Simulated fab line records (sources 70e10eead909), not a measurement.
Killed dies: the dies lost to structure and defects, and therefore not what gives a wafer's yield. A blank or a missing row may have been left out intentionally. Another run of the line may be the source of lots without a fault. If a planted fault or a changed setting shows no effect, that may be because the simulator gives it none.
One fault through the eyes of 2 desks	flow nand_harc	every desk sees just its own numbers, and what lay behind them comes last

== THE TOOL OWNER'S DESK: litho_track-06 ==
The tool's own readings at NHARC_P_GATE_PEB_24 (peb time 65 s): means of the sampled wafers that have a number, for each lot that ran on this tool. Marked OUT: a lot whose mean sits more than 4 standard deviations from the usual mean, which makes it out of limits; the brackets give that distance.
Columns: A = chill_plate_temp_C at NHARC_P_GATE_PEB_24, usual 22.98 C
lot	first seen here	A
L543	day 5 03:48	23.01
L548	day 7 03:48	23.00
L558	day 11 04:19	22.84
L559	day 11 22:14	22.93
Result from this desk: across the 4 lots, nothing is out of limits.

== METROLOGY DESK ==
What the gauges read, lot by lot, whatever tool the lot ran on: means of the sampled wafers that have a number. Marked OUT: a lot whose mean sits more than 4 standard deviations from the usual mean, which makes it out of limits; the brackets give that distance.
Columns: A = cd_nm at NHARC_P_ZERO_WELL_CD_MEAS_37, usual 721.7 nm; B = overlay_x_nm at NHARC_P_STI_OVL_MEAS_10, usual -2 nm; C = overlay_y_nm at NHARC_P_STI_OVL_MEAS_10, usual 2 nm; D = cd_nm at NHARC_P_GATE_CD_MEAS_26, usual 119.8 nm
lot	first seen here	A	B	C	D
L543	day 2 00:30	719.5	1	9	119.3
L544	day 2 10:13	719.9	-12	-4	119.7
L546	day 3 06:05	722.0	-3	-2	119.8
L548	day 4 02:19	722.9	1	7	119.2
L549	day 4 12:08	724.3	-1	12	119.0
L558	day 8 06:39	721.6	-10	-1	112.9 (-11) OUT
L559	day 8 16:19	725.0	10	-4	112.7 (-12) OUT
L561	day 9 12:20	721.6	-5	5	120.4
L562	day 9 22:11	721.9	-10	-1	119.9
L563	day 10 08:07	719.1	-5	6	120.5
L564	day 10 18:07	720.7	-2	1	119.6
L566	day 11 14:25	722.4	12	8	119.8
This desk's finding: out of limits on L558, L559; first on L558, day 11 04:24 (cd_nm at NHARC_P_GATE_CD_MEAS_26). L543, L544, L546, L548, L549, L561, L562, L563, L564, L566: within limits.

== TAKEN TOGETHER ==
Metrology desk: alarm possible at day 11 04:24 on L558, L559.
The tool owner's desk saw nothing out of limits.
Tool owner's desk: L558, L559 on record, inside its limits.
The lots listed all ran NHARC_P_GATE_PEB_24 on litho_track-06.

== WHAT THE SIMULATOR HAD PUT IN ==
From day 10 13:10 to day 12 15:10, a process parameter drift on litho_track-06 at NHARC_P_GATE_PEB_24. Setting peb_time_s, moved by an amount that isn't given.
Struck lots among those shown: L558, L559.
Delay in hours, fault start to first out-of-limits reading, per desk: metrology desk 15.
